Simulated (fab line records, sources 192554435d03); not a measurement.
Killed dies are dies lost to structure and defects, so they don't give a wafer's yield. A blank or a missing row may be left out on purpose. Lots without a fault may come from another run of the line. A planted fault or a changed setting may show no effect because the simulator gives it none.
fab line records | flow n5_finfet | part 1 of 2: steps 1 to 37 of 44
record lots=5 wafers=15 last_day=18
route steps=1938 shown FIN_SAQP@126 FIN_CUT@154 STI_FIN_REVEAL@207 BEOL_M4@1111
lots that met no fault: from a run of the same line without faults
start_h: hours from the record's first day to the start of the lot's first wafer shown | wait_h: hours since the lot's step before | " the same as in the row above | L1.1+2: a row that stands for several wafers | - no value, or no start given | * or withheld: withheld | < > ~ a bound
route shown NAME@n: a module of which the file shows steps, and the number in the route of the first | usual: mean/standard deviation of fault-free wafers | same: alike in all rows | chamber/n: place in a boat | sites: the reading at each site | _std_site: their standard deviation | _edge_site: outer sites' mean less inner sites' | radius_mm: how far each site lies from the wafer's centre | mask NAME#n: copy n | behind: the tool/chamber that last shaped the wafer | hold: why the lot was held/for how many hours/how that ended | device: the transistor (n, p or np) that didn't switch | end of line: the same wafers' tests at the end of the route | a step without rows: its recipe alone | killed: dies lost to structure and defects at the first sort, not the wafer's yield | map: a wafer's dies, x killed, . not, _ none there
set.NAME: the setting as run; set.NAME@STEP: as run at that earlier step | model.NAME: the simulator's own value behind a step, which no gauge read
lots at some steps of the route; a table a step, a row a wafer
services: from which hour (start_h, from the record's first day; less than 0 if before it) a tool's chamber was out of use, for how many hours, and why
## steps
# step N5_FIN_SAQP_SPACER1_ETCHBACK_25
# recipe chemistry=CHF3/O2 mode=anisotropic_etchback target=SiO2 target_depth_a=244 time_s=12.2 pressure_mtorr=30 source_w=650 bias_w=170 Ar_flow_sccm=200 CHF3_flow_sccm=50 O2_flow_sccm=5 ion_energy_ev=200
# step N5_FIN_SAQP_MANDREL1_REMOVE_56
# recipe chemistry=HBr/Cl2/O2 bt_time_s=10 target=a-Si stop_on=SiNx endpoint=OES-SiCl over_etch_frac=1 icp_w=600 bias_w=22 HBr_flow_sccm=150 Cl2_flow_sccm=80 O2_flow_sccm=5 pressure_mtorr=10
# step N5_FIN_SAQP_CD_MEAS_27
# recipe target_cd_nm=20 landing_energy_ev=1000 detector=se_inlens polarity=line
# usual cd_nm=20.32/0.25
# columns lot.wafer tool chamber start_h wait_h cd_nm
L140.2 cd_sem-03 0 32.30 0.1 20.39
L140.3 " 0 " " 19.91
L140.5 " 0 " " 20.47
L154.1 cd_sem-03 0 115.67 0.1 20.28
L154.4 " 0 " " 20.62
L154.6 " 0 " " 20.79
L157.1 cd_sem-01 0 132.48 0.1 20.41
L157.4 " 0 " " 20.38
L157.5 " 0 " " 20.36
L158.2 cd_sem-02 0 138.87 0.1 20.14
L158.4 " 0 " " 20.56
L158.6 " 0 " " 20.56
L160.1 cd_sem-03 0 150.27 0.1 20.42
L160.3 " 0 " " 20.19
L160.6 " 0 " " 19.88
# step N5_FIN_SAQP_ETCH_57
# recipe chemistry=CH3F/O2 target=SiNx mask_material=SiO2 target_depth_a=325 time_s=46.4 pressure_mtorr=30 source_w=395 bias_w=73 Ar_flow_sccm=150 CH3F_flow_sccm=30 O2_flow_sccm=20 ion_energy_ev=120 ends=cleared
# step N5_FIN_SAQP_ETCH_65
# recipe chemistry=CF4 target=SiO2 target_depth_a=40 ion_energy_ev=350 time_s=4.4 pressure_mtorr=10 icp_w=800 bias_w=400 cf4_flow_sccm=80
# step N5_FIN_SAQP_MANDREL_ETCH_58
# recipe chemistry=HBr/Cl2 target=a-Si target_depth_a=450 bt_time_s=10 stop_on=SiNx mask_material=SiO2 over_etch_frac=0.8 time_s=27 pressure_mtorr=10 icp_w=800 bias_w=75 HBr_flow_sccm=150 Cl2_flow_sccm=80 ends=end_point
# usual drypump_motor_current_A=5.9/0.38 he_backside_leak_sccm=2.7/0.31 oes_product_au=0.697/0.014 throttle_valve_pct=35.56/0.28
# columns lot.wafer tool chamber start_h wait_h drypump_motor_current_A he_backside_leak_sccm oes_product_au rf_hours_counter_h throttle_valve_pct
L140.2 rie_si-02 1 32.49 0.0 6.1 2.8 0.683 181 35.73
L140.3 " 3 " " 6.0 2.2 0.704 4 35.90
L140.5 " 0 " " 5.8 2.6 0.714 - 35.29
L154.1 rie_si-02 3 115.86 0.0 5.9 2.3 0.685 6 35.90
L154.4 " 2 " " 5.7 2.5 0.687 107 35.69
L154.6 " 1 " " 6.0 2.9 0.683 - 35.71
L157.1 rie_si-06 3 132.66 0.0 5.3 2.8 0.687 67 35.50
L157.4 " 2 " " 5.8 2.9 0.676 89 35.56
L157.5 " 1 " " 6.1 2.6 0.713 - 35.71
L158.2 rie_si-06 2 139.14 0.0 5.8 2.9 0.682 90 35.55
L158.4 " 0 " " 5.6 2.6 0.717 114 35.43
L158.6 " 3 " " 5.2 2.7 0.684 - 35.46
L160.1 rie_si-01 1 150.46 0.0 6.5 2.8 0.697 70 36.24
L160.3 " 0 " " 6.4 3.1 0.709 180 35.11
L160.6 " 2 " " 5.1 2.7 0.697 - 35.80
# step N5_FIN_SAQP_RECESS_63
# recipe chemistry=HF/NH3 target=SiO2 target_depth_a=180 afs_cycles=3 temp_c=30 sublimation_temp_c=180 sublimation_time_s=60
# step N5_FIN_SAQP_COAT_68
# recipe resist=SOC temp_c=250 time_s=60 spin_rpm=1500 resist_thk_nm=100
# step N5_FIN_SAQP_ETCH_69
# recipe chemistry=N2/H2 target=SOC target_depth_a=1500 stop_on=SiNx ion_energy_ev=100 bias_w=61 pressure_mtorr=30 source_w=850 n2_flow_sccm=200 h2_flow_sccm=200
# usual drypump_motor_current_A=5.6/0.46 oes_product_au=0.79/0.092 rf_vpp_V=241.0/1.4 showerhead_plenum_p_Torr=2.55/0.095 throttle_valve_pct=17.75/0.25
# columns lot.wafer tool chamber start_h wait_h drypump_motor_current_A oes_product_au rf_hours_counter_h rf_vpp_V showerhead_plenum_p_Torr throttle_valve_pct
L140.2 rie_diel-04 2 33.03 - 6.8 0.70 169 240.4 2.53 18.16
L140.3 " 1 " " 5.7 0.78 137 239.1 2.44 17.38
L140.5 " 1 " " 5.7 0.77 - 240.0 2.44 17.40
L154.1 rie_diel-06 3 116.39 - 5.0 0.99 4 244.3 2.70 17.70
L154.4 " 2 " " 5.3 0.70 - 241.6 2.60 17.85
L154.6 " 1 " " 5.9 0.94 - 243.5 2.72 17.62
L157.1 rie_diel-03 0 133.19 - 5.2 0.79 88 242.5 2.65 17.70
L157.4 " 1 " " 6.3 0.82 80 240.9 2.56 17.32
L157.5 " 3 " " 5.7 0.83 - 237.6 2.46 17.62
L158.2 rie_diel-06 1 139.90 - 5.9 0.92 22 243.3 2.71 17.64
L158.4 " 0 " " 5.3 0.96 2 241.2 2.60 17.72
L158.6 " 0 " " 5.3 0.96 - 241.1 2.60 17.72
L160.1 rie_diel-03 3 151.22 - 5.8 0.81 82 241.0 2.46 17.65
L160.3 " 1 " " 6.4 0.81 86 240.4 2.56 17.32
L160.6 " 2 " " 5.6 0.84 - 240.9 2.46 17.88
# step N5_FIN_SAQP_ETCH_67
# recipe chemistry=CH3F/O2 target=SiNx target_depth_a=300 mask_material=SOC pressure_mtorr=30 source_w=395 bias_w=73 Ar_flow_sccm=150 CH3F_flow_sccm=30 O2_flow_sccm=20 ion_energy_ev=120
# usual drypump_motor_current_A=5.6/0.46 oes_product_au=0.80/0.095 rf_vpp_V=298/4 showerhead_plenum_p_Torr=2.02/0.076 throttle_valve_pct=16.36/0.23
# columns lot.wafer tool chamber start_h wait_h drypump_motor_current_A oes_product_au rf_hours_counter_h rf_vpp_V showerhead_plenum_p_Torr throttle_valve_pct
L140.2 rie_diel-04 2 33.09 0.0 6.8 0.70 169 296 2.00 16.76
L140.3 " 1 " " 5.7 0.79 137 293 1.91 15.97
L140.5 " 1 " " 5.7 0.78 - 294 1.91 15.97
L154.1 rie_diel-06 3 116.45 0.0 5.0 1.01 4 302 2.15 16.50
L154.4 " 2 " " 5.3 0.71 - 297 2.06 16.56
L154.6 " 1 " " 5.9 0.95 - 301 2.13 16.16
L157.1 rie_diel-03 0 133.25 0.0 5.2 0.81 88 300 2.10 16.34
L157.4 " 1 " " 6.2 0.82 80 303 2.04 16.11
L157.5 " 3 " " 5.7 0.83 - 294 1.95 16.17
L158.2 rie_diel-06 1 139.96 0.0 5.9 0.93 22 300 2.13 16.18
L158.4 " 0 " " 5.3 0.98 2 296 2.03 16.13
L158.6 " 0 " " 5.3 0.98 - 296 2.03 16.13
L160.1 rie_diel-03 3 151.28 0.0 5.7 0.82 82 293 1.94 16.16
L160.3 " 1 " " 6.3 0.81 86 302 2.04 16.12
L160.6 " 2 " " 5.6 0.86 - 305 1.94 16.35
# step N5_FIN_SAQP_STRIP_70
# recipe chemistry=N2/H2 power_w=500 temp_c=40 pressure_mtorr=50 rf_frequency_hz=6e+07 overash_fraction=0.3 bias_power_w=28 h2_frac=0.5 n2_flow_sccm=300 h2_flow_sccm=300
# step N5_FIN_SAQP_RECESS_71
# recipe chemistry=HF/NH3 target=SiO2 target_depth_a=30 afs_cycles=1 temp_c=30 sublimation_temp_c=180 sublimation_time_s=60
# step N5_FIN_SAQP_SPACER2_ALD_28
# recipe material=SiO2 target_thk_a=81 temp_c=300 ald_precursor_family=BDEAS ald_co_reactant=O2-plasma pulse_time_s=1 purge_time_s=2 co_reactant_purge_time_s=2 pressure_torr=2
# usual heater_power_outer_w=262/35 heater_power_w=466/53 precursor_pulse_height_rel=1.001/0.021
# columns lot.wafer tool chamber start_h wait_h heater_power_outer_w heater_power_w precursor_pulse_height_rel since_wet_clean_h model.SiO2_of_FIN_SAQP_SPACER2_ALD_28.thk_nm
L140.2 ald_sin-01 1 33.84 0.5 296 540 1.044 314 8
L140.3 " 0 " " 269 460 0.970 314 8.2
L140.5 " 3 " " 252 440 1.020 - 8
L154.1 ald_sin-01 1 116.69 0.1 306 558 0.999 17 6.4
L154.4 " 0 " " 266 447 1.005 17 8.2
L154.6 " 1 " " 307 549 1.052 - 8.2
L157.1 ald_sin-04 0 133.76 0.4 255 484 1.028 323 8.2
L157.4 " 1 " " 283 470 1.034 323 8.2
L157.5 " 3 " " 248 448 0.991 - 8
L158.2 ald_sin-04 0 141.55 0.1 266 491 0.999 331 8.2
L158.4 " 1 " " 285 471 0.973 331 8.2
L158.6 " 1 " " 290 473 1.044 - 8
L160.1 ald_sin-03 3 151.80 0.4 194 369 0.990 249 8.2
L160.3 " 0 " " 255 481 1.007 249 8.2
L160.6 " 3 " " 187 364 1.008 - 8.2
# step N5_FIN_SAQP_SPACER2_ETCHBACK_29
# recipe chemistry=CHF3/O2 mode=anisotropic_etchback target=SiO2 target_depth_a=122 time_s=6.1 pressure_mtorr=30 source_w=650 bias_w=170 Ar_flow_sccm=200 CHF3_flow_sccm=50 O2_flow_sccm=5 ion_energy_ev=200
# step N5_FIN_SAQP_MANDREL2_REMOVE_60
# recipe chemistry=HBr/Cl2/O2 bt_time_s=10 target=a-Si stop_on=SiNx endpoint=OES-SiCl over_etch_frac=1 icp_w=600 bias_w=22 HBr_flow_sccm=150 Cl2_flow_sccm=80 O2_flow_sccm=5 pressure_mtorr=10
# usual drypump_motor_current_A=5.9/0.41 he_backside_leak_sccm=2.7/0.33 oes_product_au=0.999/0.022 throttle_valve_pct=36.7/0.32
# columns lot.wafer tool chamber start_h wait_h drypump_motor_current_A he_backside_leak_sccm oes_product_au rf_hours_counter_h throttle_valve_pct model.FIN_SAQP.cd_nm
L140.2 rie_si-06 3 34.26 0.1 5.3 2.7 0.993 65 36.6 8
L140.3 " 0 " " 5.6 2.7 1.016 112 36.6 8
L140.5 " 2 " " 5.8 3.1 0.970 - 36.7 7.8
L154.1 rie_si-01 3 117.10 0.1 6.2 2.5 1.037 1 36.2 6.4
L154.4 " 2 " " 5.1 2.5 0.986 8 37.0 8
L154.6 " 0 " " 6.4 3.1 1.035 - 36.2 8.2
L157.1 rie_si-01 1 134.17 0.1 6.5 3.0 1.001 70 37.4 8.2
L157.4 " 2 " " 5.1 2.6 0.993 8 37.0 8.2
L157.5 " 2 " " 5.2 2.6 1.003 - 37.0 8.2
L158.2 rie_si-01 3 141.96 0.1 6.3 2.6 1.031 2 36.2 8.2
L158.4 " 1 " " 6.6 2.9 1.006 70 37.4 8
L158.6 " 3 " " 6.3 2.6 1.028 - 36.2 8
L160.1 rie_si-02 1 152.22 0.1 6.0 2.9 0.972 184 36.9 8.2
L160.3 " 2 " " 5.7 2.4 0.992 108 36.8 8
L160.6 " 2 " " 5.7 2.4 0.983 - 36.8 8.2
# step N5_FIN_SAQP_CD_MEAS_31
# recipe target_cd_nm=8 landing_energy_ev=1000 detector=se_inlens polarity=line
# usual cd_nm=8.12/0.21
# columns lot.wafer tool chamber start_h wait_h cd_nm
L140.2 cd_sem-03 0 34.37 0.1 8.14
L140.3 " 0 " " 7.88
L140.5 " 0 " " 8.01
L154.1 cd_sem-03 0 117.21 0.1 6.43
L154.4 " 0 " " 8.19
L154.6 " 0 " " 7.98
L157.1 cd_sem-02 0 134.28 0.1 8.39
L157.4 " 0 " " 8.46
L157.5 " 0 " " 8.51
L158.2 cd_sem-02 0 142.07 0.1 7.92
L158.4 " 0 " " 7.81
L158.6 " 0 " " 8.07
L160.1 cd_sem-02 0 152.33 0.1 8.26
L160.3 " 0 " " 8.17
L160.6 " 0 " " 8.30
# step N5_FIN_SAQP_HM_OPEN_33
# recipe chemistry=CH3F/O2 target=SiNx mask_material=SiO2 target_depth_a=494 time_s=70.6 pressure_mtorr=30 source_w=395 bias_w=73 Ar_flow_sccm=150 CH3F_flow_sccm=30 O2_flow_sccm=20 ion_energy_ev=120 ends=cleared
# step N5_FIN_SAQP_ETCH_34
# recipe chemistry=C4F6/O2 target=SiO2 target_depth_a=450 time_s=15 ion_energy_ev=250 pressure_mtorr=30 source_w=345 bias_w=185 Ar_flow_sccm=300 C4F6_flow_sccm=10 O2_flow_sccm=10 ends=cleared
# step N5_FIN_SAQP_STRIP_77
# recipe chemistry=N2/H2 time_s=90 power_w=100 temp_c=40 pressure_mtorr=100 rf_frequency_hz=6e+07 bias_power_w=3 n2_flow_sccm=300 h2_flow_sccm=300
# step N5_FIN_SAQP_HM_CD_35
# recipe target_cd_nm=8 polarity=line
# usual cd_nm=8.20/0.25
# columns lot.wafer tool chamber start_h wait_h cd_nm
L140.2 cd_sem-02 - 34.63 0.1 8.04
L140.3 " - " " 7.77
L140.5 " - " " 8.11
L154.1 cd_sem-03 - 117.48 0.1 6.45
L154.4 " - " " 8.21
L154.6 " - " " 8.54
L157.1 cd_sem-02 - 134.58 0.1 8.18
L157.4 " - " " 8.53
L157.5 " - " " 8.25
L158.2 cd_sem-01 - 142.34 0.1 7.84
L158.4 " - " " 8.17
L158.6 " - " " 8.03
L160.1 cd_sem-02 - 152.63 0.1 8.19
L160.3 " - " " 8.38
L160.6 " - " " 8.18
# step N5_FIN_SAQP_ETCH_64
# recipe chemistry=CF4 target=SiO2 target_depth_a=15 ion_energy_ev=350 pressure_mtorr=10 icp_w=800 bias_w=400 cf4_flow_sccm=80
# usual drypump_motor_current_A=5.9/0.41 he_backside_leak_sccm=2.8/0.38 oes_product_au=0.997/0.027 throttle_valve_pct=21.8/0.3
# columns lot.wafer tool chamber start_h wait_h drypump_motor_current_A he_backside_leak_sccm oes_product_au rf_hours_counter_h throttle_valve_pct
L140.2 rie_si-01 2 34.68 0.0 5.2 2.5 0.965 6 22.0
L140.3 " 1 " " 6.5 2.8 0.992 68 22.3
L140.5 " 0 " " 6.3 3.1 1.049 - 21.5
L154.1 rie_si-01 2 117.53 0.0 5.1 2.5 0.965 8 22.0
L154.4 " 3 " " 6.3 2.6 1.025 1 21.4
L154.6 " 0 " " 6.3 3.2 1.036 - 21.5
L157.1 rie_si-02 3 134.63 0.0 6.0 2.5 0.989 6 21.9
L157.4 " 0 " " 5.8 2.7 0.984 89 21.4
L157.5 " 2 " " 5.7 2.4 1.009 - 22.2
L158.2 rie_si-06 2 142.38 0.0 5.8 2.8 0.949 90 21.7
L158.4 " 3 " " 5.3 2.7 0.995 67 22.0
L158.6 " 0 " " 5.6 2.7 1.024 - 21.6
L160.1 rie_si-06 1 152.68 0.0 6.1 2.5 1.008 159 21.9
L160.3 " 2 " " 5.8 2.7 0.966 90 21.7
L160.6 " 1 " " 6.1 2.4 1.007 - 21.9
# step N5_FIN_SAQP_FIN_ETCH_36
# recipe chemistry=HBr/Cl2/O2 target_depth_a=1200 mask_material=SiNx time_s=50.4 bias_w=102 pressure_mtorr=10 icp_w=800 HBr_flow_sccm=150 Cl2_flow_sccm=80 O2_flow_sccm=12
# usual drypump_motor_current_A=6.0/0.42 he_backside_leak_sccm=2.8/0.32 oes_product_au=0.997/0.024 throttle_valve_pct=36.1/0.36
# columns lot.wafer tool chamber start_h wait_h drypump_motor_current_A he_backside_leak_sccm oes_product_au rf_hours_counter_h throttle_valve_pct model.FIN_SAQP.cd_nm
L140.2 rie_si-01 2 34.70 0.0 5.2 2.6 0.977 6 36.3 8.2
L140.3 " 1 " " 6.5 2.8 0.994 68 36.7 8
L140.5 " 0 " " 6.4 3.2 1.042 - 35.5 7.6
L154.1 rie_si-01 2 117.55 0.0 5.1 2.6 0.976 8 36.3 6.4
L154.4 " 3 " " 6.3 2.5 1.015 1 35.5 8
L154.6 " 0 " " 6.4 3.1 1.033 - 35.5 8
L157.1 rie_si-02 3 134.65 0.0 5.9 2.3 0.985 6 36.4 8
L157.4 " 0 " " 5.9 2.6 1.003 89 35.8 8.4
L157.5 " 2 " " 5.7 2.6 0.990 - 36.1 8.2
L158.2 rie_si-06 2 142.40 0.0 5.9 2.9 0.956 90 36.0 8.2
L158.4 " 3 " " 5.3 2.6 0.996 67 35.9 8
L158.6 " 0 " " 5.7 2.8 1.028 - 35.9 8
L160.1 rie_si-06 1 152.70 0.0 6.1 2.7 0.993 159 36.1 8.2
L160.3 " 2 " " 5.9 2.9 0.965 90 36.0 8.4
L160.6 " 1 " " 6.1 2.7 0.984 - 36.1 8.2
# step N5_FIN_SAQP_CD_MEAS_37
# recipe target_cd_nm=8 polarity=line
# usual cd_nm=8.17/0.29
# columns lot.wafer tool chamber start_h wait_h cd_nm
L140.2 cd_sem-02 - 34.82 0.1 8.25
L140.3 " - " " 8.54
L140.5 " - " " 7.39
L154.1 cd_sem-01 - 117.66 0.1 5.99
L154.4 " - " " 7.98
L154.6 " - " " 7.55
L157.1 cd_sem-02 - 134.77 0.1 7.69
L157.4 " - " " 8.74
L157.5 " - " " 8.23
L158.2 cd_sem-03 - 142.52 0.1 8.45
L158.4 " - " " 8.17
L158.6 " - " " 8.11
L160.1 cd_sem-01 - 152.82 0.1 8.20
L160.3 " - " " 8.58
L160.6 " - " " 7.74
# step N5_FIN_SAQP_PRECLEAN_38
# recipe chemistry=O3/DIW time_s=45 temp_c=22 o3_ppm=10
# step N5_FIN_SAQP_PRECLEAN_45
# recipe chemistry=dHF time_s=10 dilution=500:1 temp_c=25
# step N5_FIN_SAQP_SRD_39
# recipe dry=ipa_marangoni time_s=30 temp_c=23 rinse_liquid=diw
# step N5_FIN_SAQP_OCD_MEAS_76
# usual trench_depth_nm=119.2/2.3
# columns lot.wafer tool chamber start_h wait_h trench_depth_nm
L140.2 ocd-01 - 34.92 0.0 119.0
L140.3 " - " " 119.1
L140.5 " - " " 122.1
L154.1 ocd-01 - 117.76 0.0 118.0
L154.4 " - " " 120.9
L154.6 " - " " 122.0
L157.1 ocd-01 - 134.87 0.0 117.2
L157.4 " - " " 116.8
L157.5 " - " " 120.6
L158.2 ocd-01 - 142.62 0.0 118.2
L158.4 " - " " 122.3
L158.6 " - " " 120.4
L160.1 ocd-02 - 152.92 0.0 118.6
L160.3 " - " " 116.6
L160.6 " - " " 118.5
# step N5_FIN_SAQP_INSPECT_40
# recipe inspect_instrument=brightfield mode=aei
# usual raw_defect_count=221/73
# columns lot.wafer tool chamber start_h wait_h raw_defect_count
L140.2 defect_inspect-02 - 34.95 0.0 141
L140.3 " - " " 207
L140.5 " - " " 218
L154.1 defect_inspect-01 - 117.80 0.0 127
L154.4 " - " " 271
L154.6 " - " " 260
L157.1 defect_inspect-01 - 134.90 0.0 182
L157.4 " - " " 142
L157.5 " - " " 275
L158.2 defect_inspect-02 - 142.65 0.0 194
L158.4 " - " " 207
L158.6 " - " " 165
L160.1 defect_inspect-01 - 152.95 0.0 180
L160.3 " - " " 179
L160.6 " - " " 201
# step N5_FIN_CUT_COAT_18
# recipe resist=SOC temp_c=250 time_s=60 spin_rpm=1500 resist_thk_nm=230
# step N5_FIN_CUT_COAT_19
# recipe resist=SiARC temp_c=220 time_s=60 spin_rpm=1500 resist_thk_nm=20
# step N5_FIN_CUT_COAT_29
# recipe resist=underlayer temp_c=205 time_s=60 spin_rpm=1500 resist_thk_nm=10
# step N5_FIN_CUT_COAT_02
# recipe resist=CAR-EUV spin_rpm=1500 resist_thk_nm=30
# step N5_FIN_CUT_EBR_04
# recipe solvent=PGMEA ebr_width_mm=1.5
# step N5_FIN_CUT_SOFTBAKE_03
# recipe temp_c=110 time_s=60 resist=CAR-EUV
# step N5_FIN_CUT_EXPOSE_05
# recipe mask_id=FIN_CUT na=0.33 source_shape=annular sigma_inner=0.35 sigma_outer=0.8 polarization=unpolarized dose_mj=45.75
# step N5_FIN_CUT_PEB_06
# recipe peb_temp_c=100 peb_time_s=60 resist=CAR-EUV
# step N5_FIN_CUT_DEVELOP_07
# recipe develop_time_s=30 developer=TMAH resist=CAR-EUV rinse_liquid=surfactant_rinse dry=air_spin dev_temp_c=23
## key
first_sign step=N5_FIN_SAQP_CD_MEAS_31 reading=cd_nm direction=down sigmas=8.1 usual=8.12 struck=6.43
effect step=N5_FIN_SAQP_HM_CD_35 reading=cd_nm direction=down sigmas=7 usual=8.20 struck=6.45
effect step=N5_FIN_SAQP_CD_MEAS_37 reading=cd_nm direction=down sigmas=7.6 usual=8.17 struck=5.99
effect step=N5_STI_FIN_REVEAL_CD_MEAS_22 reading=cd_nm direction=down sigmas=7.5 usual=6.28 struck=4.33
effect step=N5_BEOL_M4_RC_MEAS_101 reading=VT_N_LVT direction=up sigmas=6.7 usual=99 struck=123
effect step=N5_BEOL_M4_RC_MEAS_101 reading=VT_N direction=up sigmas=6.3 usual=250 struck=271
effect step=N5_BEOL_M4_RC_MEAS_101 reading=ION_N direction=down sigmas=5.6 usual=672 struck=602
effect step=N5_BEOL_M4_RC_MEAS_101 reading=ION_P direction=down sigmas=5 usual=461 struck=425
effect step=N5_BEOL_M4_RC_MEAS_101 reading=VT_P_LVT direction=down sigmas=4.7 usual=-99.1 struck=-111.9
effect step=N5_BEOL_M4_RC_MEAS_101 reading=DIBL_P direction=down sigmas=4.6 usual=36.2 struck=24.9
effect step=N5_BEOL_M4_RC_MEAS_101 reading=DIBL_N direction=down sigmas=4.3 usual=36.0 struck=26.7
effect step=N5_BEOL_M4_RC_MEAS_101 reading=VT_P direction=down sigmas=3.9 usual=-251 struck=-262
effect step=N5_BEOL_M4_RC_MEAS_101 reading=IOFF_P_LIN direction=down sigmas=3.8 usual=0.099 struck=0.049
effect step=N5_BEOL_M4_RC_MEAS_101 reading=IOFF_P_85C direction=down sigmas=3.7 usual=3.6 struck=1.6
effect step=N5_BEOL_M4_RC_MEAS_101 reading=SS_P direction=down sigmas=3.7 usual=73.2 struck=70.4
effect step=N5_BEOL_M4_RC_MEAS_101 reading=IOFF_N_LIN direction=down sigmas=3.7 usual=0.073 struck=0.024
model_effect step=N5_FIN_SAQP_SPACER2_ALD_28 value=SiO2_of_FIN_SAQP_SPACER2_ALD_28.thk_nm without=8.2 struck=6.4
model_effect step=N5_FIN_SAQP_MANDREL2_REMOVE_60 value=FIN_SAQP.cd_nm without=8 struck=6.4
model_effect step=N5_FIN_SAQP_FIN_ETCH_36 value=FIN_SAQP.cd_nm without=8.2 struck=6.4
met_at N5_FIN_SAQP_SPACER2_ALD_28
struck_wafers L154.1
sort_left_out L154.1
onset_between 33.84 116.69
fault kind=process_parameter_drift tool=ald_sin-01 chamber=- onset_h=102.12 steps=N5_FIN_SAQP_SPACER2_ALD_28 channel=target_thk_a offset=* shape=step end_h=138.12 scope=struck_wafers_only acts_in=* stated=*
# sort_left_out: the simulated sort isn't trusted on such a fault, so these wafers' sort isn't shown, and their yield isn't known
